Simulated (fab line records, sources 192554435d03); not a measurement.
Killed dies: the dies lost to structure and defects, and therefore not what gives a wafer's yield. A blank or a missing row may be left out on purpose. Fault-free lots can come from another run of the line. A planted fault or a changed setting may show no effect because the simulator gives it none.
Matching of chambers -- flow n5-finfet -- 3 sister chambers for N5_BEOL_M0_DEP_125 on pecvd-04
The step deposits SiCN from 3MS/NH3, target thk 8 nm, time 14 s. 16 wafers are shown with their chamber, then 8 later ones without.

== WAFERS, EACH WITH ITS CHAMBER ==
wafer,chamber,showerhead-plenum-p-Torr (Torr),throttle-valve-pct (%)
L075.4,0,3.661,9.1
L075.5,1,3.689,9.7
L075.6,2,3.662,8.7
L081.2,2,3.670,8.8
L081.3,1,3.686,9.9
L081.5,2,3.666,8.7
L083.2,1,3.688,9.7
L083.5,1,3.689,9.6
L083.6,0,3.669,8.6
L085.2,0,3.670,9.0
L085.5,0,3.673,8.9
L085.6,2,3.666,8.8
L089.1,1,3.685,9.5
L089.4,1,3.689,9.6
L089.5,0,3.666,8.7
L095.2,2,3.664,8.9

SIGNATURES (averages over the wafers above)
reading,chamber 0,chamber 1,chamber 2,scatter within a chamber
showerhead-plenum-p-Torr,3.66780,3.68767,3.66560,0.0032
throttle-valve-pct,8.860,9.667,8.780,0.15
Rule: for a wafer and a chamber, the distance is found by dividing, reading by reading, the gap between the wafer's reading and the chamber's mean by the reading's scatter, squaring, summing and taking the root. The wafer belongs to the nearest chamber; if the next one is less than 2 further off, it can't be placed. The scatter: the root of (the sum of the squares of (reading less its chamber's mean) over the shown wafers, divided by (wafers less chambers)).

== WAFERS MISSING THEIR CHAMBER ==
wafer,showerhead-plenum-p-Torr (Torr),throttle-valve-pct (%)
L095.3,3.682,9.6
L095.4,3.698,9.7
L096.2,3.656,8.9
L096.4,3.669,8.9
L096.6,3.669,9.1
L097.3,3.668,8.5
L097.5,3.664,8.9
L097.6,3.685,9.7

== THE CHAMBER EACH PASSED THROUGH ==
wafer,from the rows above,in truth
L095.3,1,1
L095.4,1,1
L096.2,can't be placed: 2 or 0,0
L096.4,can't be placed: 0 or 2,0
L096.6,can't be placed: 0 or 2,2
L097.3,can't be placed: 2 or 0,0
L097.5,can't be placed: 2 or 0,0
L097.6,1,1
Correct placement for 3 of the 8. These rows do not allow placing 5 (true chamber among the candidates in 5). Number placed wrongly: 0.
